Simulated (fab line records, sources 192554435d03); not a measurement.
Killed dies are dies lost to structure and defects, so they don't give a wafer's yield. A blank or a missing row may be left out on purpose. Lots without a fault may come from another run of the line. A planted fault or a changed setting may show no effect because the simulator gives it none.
Which tool did it? | flow n5_finfet | 10 lots, 30 wafers sampled, at 4 steps of a route of 1938

WHAT THE GAUGES READ, wafer by wafer
N5_BEOL_M11_OCD_MEAS_38. Usual: trench_depth_nm 148.5 nm, standard deviation 1.9.
lot  | measured     | on     | trench_depth_nm (nm) | flag
L466 | day 11 11:53 | ocd-02 | 147.8 146.4 149.2    |
L467 | day 11 21:51 | ocd-01 | 147.8 150.8 150.4    |
L469 | day 11 21:23 | ocd-02 | 151.3 149.3 149.6    |
L471 | day 12 06:17 | ocd-02 | 150.8 148.3 145.3    |
L472 | day 12 06:35 | ocd-01 | 152.6 153.3 148.4    |
L482 | day 15 02:30 | ocd-01 | 146.3 149.5 150.0    |
L486 | day 15 20:44 | ocd-01 | 149.3 149.6 146.0    |
L483 | day 15 20:54 | ocd-02 | 147.2 146.5 148.6    |
L487 | day 15 23:35 | ocd-02 | 148.9 144.9 149.2    |
L488 | day 17 00:39 | ocd-01 | 149.9 149.5 152.1    |

WHICH TOOL RAN EACH LOT (tool, then ch and the chambers of the sampled wafers, then the start)
lot  | N5_BEOL_M11_HM_OPEN_17            | N5_BEOL_M11_ETCH_41                | N5_BEOL_M11_STRIP_77
L466 | rie_metal-02 ch 0,1, day 11 10:04 | rie_diel-03 ch 1,2,3, day 11 11:45 | rie_diel-03 ch 1,2,3, day 11 11:53 or earlier
L467 | rie_metal-02 ch 0,1, day 11 19:22 | rie_diel-01 ch 0,2, day 11 21:42   | rie_diel-01 ch 0,2, day 11 21:51 or earlier
L469 | rie_metal-01 ch 1, day 11 19:37   | rie_diel-01 ch 1,3, day 11 21:14   | rie_diel-01 ch 1,3, day 11 21:23 or earlier
L471 | rie_metal-03 ch 0,1, day 12 04:53 | rie_diel-02 ch 1,2,3, day 12 06:08 | rie_diel-02 ch 1,2,3, day 12 06:17 or earlier
L472 | rie_metal-02 ch 0,1, day 12 05:06 | rie_diel-01 ch 0,1, day 12 06:26   | rie_diel-01 ch 0,1, day 12 06:35 or earlier
L482 | rie_metal-02 ch 0,1, day 15 00:02 | rie_diel-01 ch 0,1,2, day 15 02:22 | rie_diel-01 ch 0,1,2, day 15 02:30 or earlier
L486 | rie_metal-03 ch 0,1, day 15 17:34 | rie_diel-03 ch 1,2,3, day 15 20:35 | rie_diel-03 ch 1,2,3, day 15 20:44 or earlier
L483 | rie_metal-02 ch 0,1, day 15 17:49 | rie_diel-01 ch 0,3, day 15 20:46   | rie_diel-01 ch 0,3, day 15 20:54 or earlier
L487 | rie_metal-02 ch 0,1, day 15 22:21 | rie_diel-03 ch 1,3, day 15 23:27   | rie_diel-03 ch 1,3, day 15 23:35 or earlier
L488 | rie_metal-02 ch 1, day 16 23:16   | rie_diel-03 ch 0,2,3, day 17 00:30 | rie_diel-03 ch 0,2,3, day 17 00:39 or earlier
- N5_BEOL_M11_HM_OPEN_17: chemistry Cl2/BCl3, target TiN, target depth 20 nm, overetch 6 nm.
- N5_BEOL_M11_ETCH_41: etches SiCN in CH3F/O2, target depth 42.6 nm, time 86 s.
- N5_BEOL_M11_STRIP_77: strips in N2/H2, time 10 s.

WHAT THE TOOLS THEMSELVES READ (means of the sampled wafers that have a number; where no wafer has one, the mark that the record gives instead)
N5_BEOL_M11_HM_OPEN_17. Usual: drypump_motor_current_A 5.4 A, standard deviation 0.53; oes_product_au 0.67 a.u., standard deviation 0.031; throttle_valve_pct 22.18 %, standard deviation 0.16.
lot  | tool         | drypump_motor_current_A (A) | oes_product_au (a.u.) | throttle_valve_pct (%) | flag
L466 | rie_metal-02 | 4.9                         | 0.67                  | 22.16                  |
L467 | rie_metal-02 | 5.1                         | 0.67                  | 22.30                  |
L469 | rie_metal-01 | 5.6                         | 0.63                  | 22.16                  |
L471 | rie_metal-03 | 6.0                         | 0.70                  | 22.00                  |
L472 | rie_metal-02 | 5.0                         | 0.67                  | 22.16                  |
L482 | rie_metal-02 | 5.1                         | 0.67                  | 22.29                  |
L486 | rie_metal-03 | 6.0                         | 0.69                  | 22.02                  |
L483 | rie_metal-02 | 5.0                         | 0.65                  | 22.17                  |
L487 | rie_metal-02 | 5.1                         | 0.64                  | 22.31                  |
L488 | rie_metal-02 | 5.2                         | 0.65                  | 22.43                  |

N5_BEOL_M11_ETCH_41. Usual: drypump_motor_current_A 5.9 A, standard deviation 0.35; oes_product_au 0.79 a.u., standard deviation 0.079; rf_vpp_V 297.0 V, standard deviation 1.7; run_length_s 109.4 s, standard deviation 0.51; showerhead_plenum_p_Torr 1.98 Torr, standard deviation 0.078; throttle_valve_pct 16.36 %, standard deviation 0.21.
lot  | tool        | drypump_motor_current_A (A) | oes_product_au (a.u.) | rf_vpp_V (V) | run_length_s (s) | showerhead_plenum_p_Torr (Torr) | throttle_valve_pct (%) | flag
L466 | rie_diel-03 | 5.9                         | 0.75                  | 296.5        | 109.2            | 1.97                            | 16.30                  |
L467 | rie_diel-01 | 5.6                         | 0.87                  | 297.7        | 109.3            | 2.03                            | 16.38                  |
L469 | rie_diel-01 | 6.1                         | 0.76                  | 297.3        | 109.5            | 1.97                            | 16.44                  |
L471 | rie_diel-02 | 6.0                         | 0.75                  | 294.6        | 109.3            | 1.92                            | 16.44                  |
L472 | rie_diel-01 | 6.2                         | 0.82                  | 296.9        | 109.1            | 1.96                            | 16.45                  |
L482 | rie_diel-01 | 5.9                         | 0.80                  | 297.0        | 111.8            | 1.98                            | 16.46                  | OFF
L486 | rie_diel-03 | 5.9                         | 0.82                  | 296.9        | 109.2            | 1.96                            | 16.20                  |
L483 | rie_diel-01 | 5.9                         | 0.71                  | 296.8        | 111.7            | 1.98                            | 16.50                  | OFF
L487 | rie_diel-03 | 5.8                         | 0.76                  | 297.3        | 109.5            | 2.01                            | 16.07                  |
L488 | rie_diel-03 | 5.8                         | 0.82                  | 297.5        | 109.3            | 2.02                            | 16.26                  |

N5_BEOL_M11_STRIP_77. Usual: drypump_motor_current_A 5.9 A, standard deviation 0.36; oes_product_au 0.79 a.u., standard deviation 0.077; rf_vpp_V 59.0 V, standard deviation 0.92; showerhead_plenum_p_Torr 2.52 Torr, standard deviation 0.098; throttle_valve_pct 23.72 %, standard deviation 0.28.
lot  | tool        | drypump_motor_current_A (A) | oes_product_au (a.u.) | rf_vpp_V (V) | showerhead_plenum_p_Torr (Torr) | throttle_valve_pct (%) | flag
L466 | rie_diel-03 | 5.9                         | 0.75                  | 59.2         | 2.51                            | 23.61                  |
L467 | rie_diel-01 | 5.6                         | 0.86                  | 59.3         | 2.57                            | 23.98                  |
L469 | rie_diel-01 | 6.1                         | 0.76                  | 57.9         | 2.50                            | 23.58                  |
L471 | rie_diel-02 | 6.0                         | 0.75                  | 59.2         | 2.43                            | 23.72                  |
L472 | rie_diel-01 | 6.2                         | 0.80                  | 59.2         | 2.49                            | 23.69                  |
L482 | rie_diel-01 | 5.9                         | 0.80                  | 57.9         | 2.52                            | 23.87                  |
L486 | rie_diel-03 | 5.9                         | 0.81                  | 59.0         | 2.50                            | 23.55                  |
L483 | rie_diel-01 | 5.9                         | 0.71                  | 59.4         | 2.52                            | 23.72                  |
L487 | rie_diel-03 | 5.8                         | 0.76                  | 59.2         | 2.55                            | 23.37                  |
L488 | rie_diel-03 | 5.8                         | 0.82                  | 59.1         | 2.57                            | 23.70                  |

THE ANSWER, worked out from the rows above alone
Rule: a lot is off if the mean of its wafers that have a number lies more than 3 standard deviations from the usual mean. A lot without any number at a reading at which 4 lots or more have one is off too. The other lots that the step has rows for count as sound. The gauges are gone through in route order, then the tools' own readings, and for those a lot's mean is taken as printed above. The first step at which some lot is off is used, and at that step the reading that is off furthest; a lot without a number counts as furthest.
Off: L482, L483, at N5_BEOL_M11_ETCH_41 (run_length_s).
A tool fits if, at that step or a process step before it, it ran every lot that is off, and no sound lot after the first of them. One fits: rie_diel-01 at N5_BEOL_M11_ETCH_41. Its last sound lot is L472 (day 12 06:26), its first lot that is off L482 (day 15 02:22): a fault that began between those two fits.
The tool's own readings at N5_BEOL_M11_ETCH_41 bear it out: on the lots that are off they differ by more than 5 times the standard deviation of the sound lots' means. run_length_s reads 111.8 s there against 109.3 s on the sound lots.

WHAT THE SIMULATOR HAD PUT IN
Process parameter drift: rie_diel-01, from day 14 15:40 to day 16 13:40, at N5_BEOL_M11_ETCH_41. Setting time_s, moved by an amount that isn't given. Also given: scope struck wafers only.
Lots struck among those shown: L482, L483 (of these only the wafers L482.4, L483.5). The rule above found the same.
